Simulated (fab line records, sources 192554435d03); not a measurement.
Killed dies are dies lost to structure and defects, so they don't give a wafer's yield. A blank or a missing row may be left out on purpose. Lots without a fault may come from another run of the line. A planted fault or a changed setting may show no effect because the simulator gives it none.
Which tool did it? | flow n5_finfet | 12 lots, 36 wafers sampled, at 2 steps of a route of 1938

WHAT THE GAUGES READ, wafer by wafer
N5_STI_FIN_REVEAL_CD_MEAS_22: target cd 6.238 nm, pitch 28 nm.
lot  | measured    | on        | cd_nm (nm)
L075 | day 2 20:06 | cd_sem-02 | 6.70 6.04 6.48
L077 | day 3 09:08 | cd_sem-01 | 6.12 5.88 6.30
L079 | day 3 18:47 | cd_sem-02 | 6.43 6.49 6.38
L081 | day 4 06:26 | cd_sem-01 | 6.25 5.99 6.32
L083 | day 4 21:49 | cd_sem-03 | 6.37 6.40 5.82
L085 | day 5 07:58 | cd_sem-01 | 6.48 6.41 5.95
L087 | day 5 18:59 | cd_sem-03 | 6.31 5.79 6.09
L089 | day 6 06:25 | cd_sem-02 | 6.08 6.40 6.24
L091 | day 6 19:19 | cd_sem-03 | 6.29 6.53 5.81
L093 | day 7 08:22 | cd_sem-02 | 6.09 6.07 5.73
L095 | day 7 22:32 | cd_sem-03 | 6.09 6.10 6.33
L097 | day 8 09:04 | cd_sem-03 | 6.90 6.34 6.40

WHICH TOOL RAN EACH LOT (tool, then ch and the chambers of the sampled wafers, then the start)
lot  | N5_STI_FIN_REVEAL_CMP_04
L075 | cmp-03 ch 1,3, day 2 16:31
L077 | cmp-02 ch 0,1,2, day 3 05:39
L079 | cmp-02 ch 0,1,3, day 3 15:17
L081 | cmp-04 ch 0,1,3, day 4 02:57
L083 | cmp-04 ch 0,2, day 4 18:02
L085 | cmp-02 ch 1,2,3, day 5 03:58
L087 | cmp-04 ch 0,1,3, day 5 15:28
L089 | cmp-04 ch 0,1,2, day 6 02:51
L091 | cmp-03 ch 1,2, day 6 15:01
L093 | cmp-02 ch 0,1, day 7 04:45
L095 | cmp-02 ch 1,2,3, day 7 19:05
L097 | cmp-02 ch 1,2,3, day 8 05:37
- N5_STI_FIN_REVEAL_CMP_04: polishes, stops on Si3N4, t overpolish 4 s, target thk 131.83 nm.

THE ANSWER, worked out from the rows above alone
Rule: what is usual is taken from the lots themselves. Put in order of their means at a reading, lots are off if they are a third of the lots or fewer, leave a main group of 4 or more, and stand apart from it by a gap of 3 or more times the standard deviation of the main group's means; of several such gaps the widest counts. A main group whose means are all the same, to the digits that the tables above print for the reading, isn't used. A lot without any number at a reading at which 4 lots or more have one is off too. The other lots that the step has rows for count as sound.
No lot is off at any reading shown: from this, nothing can be told.

WHAT THE SIMULATOR HAD PUT IN
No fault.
